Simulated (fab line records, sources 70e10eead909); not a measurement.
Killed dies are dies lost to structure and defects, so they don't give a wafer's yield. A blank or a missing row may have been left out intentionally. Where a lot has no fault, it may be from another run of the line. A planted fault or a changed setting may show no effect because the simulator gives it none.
Chamber matching ; flow nandHarc ; NHARC_P_GATE_PRECLEAN_99 on wetBench-05 has 7 sister chambers
The step cleans in SC1. 14 wafers are shown with their chamber, then 7 later ones without.

== WAFERS WITH THEIR CHAMBER ==
wafer;chamber;bathHeatDutyPct (%)
L921.1;4;6.9
L921.4;0;7.5
L921.6;5;7.4
L922.1;7;7.8
L922.5;4;7.2
L922.6;0;6.8
L923.1;0;7.5
L923.2;7;6.9
L923.6;1;6.1
L924.1;0;6.9
L924.4;6;7.1
L924.5;4;6.4
L930.3;1;5.4
L930.5;3;7.9

SIGNATURES (means of the wafers above)
reading;chamber 0;chamber 1;chamber 3;chamber 4;chamber 5;chamber 6;chamber 7;scatter within a chamber
bathHeatDutyPct;7.175;5.750;7.900;6.833;7.400;7.100;7.350;0.448
Rule: a wafer lies at a distance from a chamber equal to the root of the sum of squares, over the readings, of (its reading less the chamber's mean, divided by the reading's scatter). The wafer belongs to the nearest chamber; if the next one is less than 2 further off, it can't be placed. The scatter is the square root of a quotient: the sum, over the shown wafers, of each reading's squared deviation from its chamber's mean, divided by wafers minus chambers.

== WAFERS WHOSE CHAMBER IS MISSING ==
wafer;bathHeatDutyPct (%)
L930.6;6.5
L940.1;6.3
L940.2;7.0
L940.3;6.5
L941.1;6.6
L941.5;6.7
L941.6;6.0

== EACH ONE'S CHAMBER ==
wafer;from the rows above;in truth
L930.6;can't be placed: 4 or 6 or 0 or 1 or 7 or 5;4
L940.1;can't be placed: 4 or 1 or 6 or 0 or 7 or 5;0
L940.2;can't be placed: 6 or 4 or 0 or 7 or 5 or 3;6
L940.3;can't be placed: 4 or 6 or 0 or 1 or 7 or 5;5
L941.1;can't be placed: 4 or 6 or 0 or 7 or 5 or 1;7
L941.5;can't be placed: 4 or 6 or 0 or 7 or 5 or 1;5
L941.6;can't be placed: 1 or 4 or 6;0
0 of 7 placed correctly. Unplaceable from these rows: 7, with the true chamber sitting among the candidates in 6. Number placed wrongly: 0.
